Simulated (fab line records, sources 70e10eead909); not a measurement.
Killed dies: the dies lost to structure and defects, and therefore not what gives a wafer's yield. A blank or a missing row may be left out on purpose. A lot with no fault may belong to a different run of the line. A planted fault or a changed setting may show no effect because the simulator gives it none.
Which tool was responsible? | flow nand_harc | 14 lots, 42 wafers sampled, at 5 steps of a route of 1302

WHAT THE GAUGES READ, wafer by wafer
NHARC_A_ONON_D2_THK_MEAS_14: measures by ellipsometry.
lot  | measured     | on            | thk_nm (nm)
L124 | day 12 11:18 | film_metro-01 | 983 983 984
L125 | day 12 22:17 | film_metro-02 | 1000 1001 998
L126 | day 13 04:01 | film_metro-01 | 1003 1002 1002
L129 | day 13 23:29 | film_metro-02 | 1000 1001 1001
L130 | day 14 15:44 | film_metro-01 | 1004 1002 1003
L133 | day 16 18:17 | film_metro-01 | 1013 1531 1531
L135 | day 17 04:34 | film_metro-01 | 998 1512 997
L141 | day 19 11:47 | film_metro-01 | 1018 1017 1016
L142 | day 19 21:40 | film_metro-02 | 991 989 990
L143 | day 20 10:34 | film_metro-01 | 999 998 998
L144 | day 20 23:50 | film_metro-01 | 1010 1011 1009
L145 | day 21 12:32 | film_metro-02 | 1015 1014 1014
L146 | day 21 12:19 | film_metro-02 | 1000 996 1000
L147 | day 22 07:20 | film_metro-01 | 998 997 999

NHARC_END_SORT_01.
lot  | measured     | on        | killed_at_array | killed_at_other | killed_at_periphery | killed_dies | killed_open | killed_short
L133 | day 28 15:37 | prober-01 | 61 673 674      | 0 2 1           | 1 2 2               | 62 677 677  | 2 3 2       | 2 1 5
L135 | day 28 20:01 | prober-02 | 68 676 67       | 0 0 0           | 4 1 3               | 72 677 70   | 5 3 6       | 2 1 3

WHICH TOOL RAN EACH LOT (tool, then ch and the chambers of the sampled wafers, then the start)
lot  | NHARC_A_CHANNEL_FILL_D1_CMP_10 | NHARC_A_ONON_D2_DEP_12           | NHARC_A_ONON_D2_DEP_33
L124 | cmp-03 ch 0,1,2, day 10 19:16  | pecvd_onon-02 ch 0, day 12 10:47 | pecvd-04 ch 1,2, day 12 23:16
L125 | cmp-03 ch 1,2,3, day 11 03:03  | pecvd_onon-04 ch 0, day 12 21:47 | pecvd-01 ch 0,1,2, day 13 08:23
L126 | cmp-01 ch 1,2,3, day 11 15:38  | pecvd_onon-04 ch 0, day 13 03:34 | pecvd-02 ch 0,1, day 13 14:28
L129 | cmp-04 ch 1,2, day 12 11:49    | pecvd_onon-01 ch 0, day 13 23:05 | pecvd-02 ch 0,1, day 14 09:15
L130 | cmp-04 ch 0,1,2, day 13 04:18  | pecvd_onon-04 ch 0, day 14 15:13 | pecvd-02 ch 0,1,2, day 15 02:03
L133 | cmp-01 ch 0,1,2, day 15 03:08  | pecvd_onon-01 ch 0, day 16 17:46 | pecvd-04 ch 1,2, day 17 06:37
L135 | cmp-01 ch 0,2,3, day 15 11:41  | pecvd_onon-01 ch 0, day 17 04:03 | pecvd-02 ch 0,1,2, day 17 14:17
L141 | cmp-04 ch 2,3, day 17 17:16    | pecvd_onon-01 ch 0, day 19 11:20 | pecvd-01 ch 0,1, day 19 23:00
L142 | cmp-01 ch 0,1,3, day 18 07:14  | pecvd_onon-02 ch 0, day 19 21:10 | pecvd-01 ch 0,1,2, day 20 07:49
L143 | cmp-04 ch 0,2,3, day 18 19:54  | pecvd_onon-02 ch 0, day 20 10:10 | pecvd-02 ch 0,1,2, day 20 20:46
L144 | cmp-03 ch 0,3, day 19 11:18    | pecvd_onon-01 ch 0, day 20 23:23 | pecvd-02 ch 0,1, day 21 09:30
L145 | cmp-04 ch 0,1, day 19 21:49    | pecvd_onon-02 ch 0, day 21 12:04 | pecvd-02 ch 0,1,2, day 21 22:41
L146 | cmp-01 ch 0,1,3, day 20 00:36  | pecvd_onon-04 ch 0, day 21 11:49 | pecvd-02 ch 0,1,2, day 21 22:58
L147 | cmp-03 ch 1,2,3, day 20 10:48  | pecvd_onon-04 ch 0, day 22 06:52 | pecvd-04 ch 0,1,2, day 22 17:04
- NHARC_A_CHANNEL_FILL_D1_CMP_10: polishes, target thk 150 nm.
- NHARC_A_ONON_D2_DEP_12: target thk 1000 nm.
- NHARC_A_ONON_D2_DEP_33: deposits SiO2, target thk 200 nm.

WHAT THE TOOLS THEMSELVES READ (means of the sampled wafers that have a number; where no wafer has one, the mark that the record gives instead)
NHARC_A_CHANNEL_FILL_D1_CMP_10.
lot  | tool   | motor_current_A (A) | time_to_endpoint_s (s)
L124 | cmp-03 | 11.7                | 13.7
L125 | cmp-03 | 12.2                | 10.8
L126 | cmp-01 | 12.1                | 14.9
L129 | cmp-04 | 12.0                | 20.2
L130 | cmp-04 | 12.5                | 17.3
L133 | cmp-01 | 11.6                | 14.8
L135 | cmp-01 | 11.9                | 16.8
L141 | cmp-04 | 11.6                | 16.8
L142 | cmp-01 | 12.4                | 16.3
L143 | cmp-04 | 11.8                | 14.8
L144 | cmp-03 | 11.7                | 20.0
L145 | cmp-04 | 13.3                | 14.0
L146 | cmp-01 | 12.0                | 11.8
L147 | cmp-03 | 12.0                | 15.9

NHARC_A_ONON_D2_DEP_12.
lot  | tool          | nh3_flow_sccm (sccm)
L124 | pecvd_onon-02 | 499.0
L125 | pecvd_onon-04 | 502.0
L126 | pecvd_onon-04 | 501.6
L129 | pecvd_onon-01 | 500.1
L130 | pecvd_onon-04 | 502.1
L133 | pecvd_onon-01 | 500.7
L135 | pecvd_onon-01 | 502.1
L141 | pecvd_onon-01 | 498.7
L142 | pecvd_onon-02 | 499.3
L143 | pecvd_onon-02 | 498.8
L144 | pecvd_onon-01 | 501.5
L145 | pecvd_onon-02 | 499.6
L146 | pecvd_onon-04 | 499.9
L147 | pecvd_onon-04 | 500.4

NHARC_A_ONON_D2_DEP_33.
lot  | tool     | flow_sccm (sccm) | heater_power_w (W) | throttle_valve_pct (%)
L124 | pecvd-04 | 2650             | 621                | 15.7
L125 | pecvd-01 | 2649             | 531                | 16.1
L126 | pecvd-02 | 2654             | 522                | 15.8
L129 | pecvd-02 | 2649             | 548                | 15.8
L130 | pecvd-02 | 2646             | 584                | 16.0
L133 | pecvd-04 | 2646             | 545                | 15.6
L135 | pecvd-02 | 2654             | 554                | 15.8
L141 | pecvd-01 | 2648             | 531                | 15.9
L142 | pecvd-01 | 2642             | 515                | 16.1
L143 | pecvd-02 | 2648             | 518                | 15.8
L144 | pecvd-02 | 2654             | 471                | 15.8
L145 | pecvd-02 | 2646             | 541                | 15.8
L146 | pecvd-02 | 2646             | 518                | 15.7
L147 | pecvd-04 | 2646             | 520                | 16.0

THE ANSWER, worked out from the rows above alone
Rule: what is usual is taken from the lots themselves. The widest of any qualifying gaps counts: lots, ordered by their means at a reading, are off when they make up no more than a third of the lots, leave a main group of 4 or more, and stand apart from it by 3 or more times the standard deviation of that group's means. The tables above print the reading to a certain number of digits; a main group whose means all agree to those digits is not used. A lot without any number at a reading at which 4 lots or more have one is off too. All remaining lots with rows at the step are treated as sound. The gauges are gone through in route order, then the tools' own readings, and for those a lot's mean is taken as printed above. At the first step where some lot is off, the reading lying furthest off is the one used; lots without a number count as furthest.
Off: L133, L135 (NHARC_A_ONON_D2_THK_MEAS_14, thk_nm). Main group: mean 1001 nm, sd 9.
If a tool, at a process step before that reading, ran all the lots that are off and no sound lot after the first of them, it fits. Those tools and the gauges at NHARC_A_ONON_D2_THK_MEAS_14 are tried in the same way. No candidate that was tried fits.

WHAT THE SIMULATOR PUT IN
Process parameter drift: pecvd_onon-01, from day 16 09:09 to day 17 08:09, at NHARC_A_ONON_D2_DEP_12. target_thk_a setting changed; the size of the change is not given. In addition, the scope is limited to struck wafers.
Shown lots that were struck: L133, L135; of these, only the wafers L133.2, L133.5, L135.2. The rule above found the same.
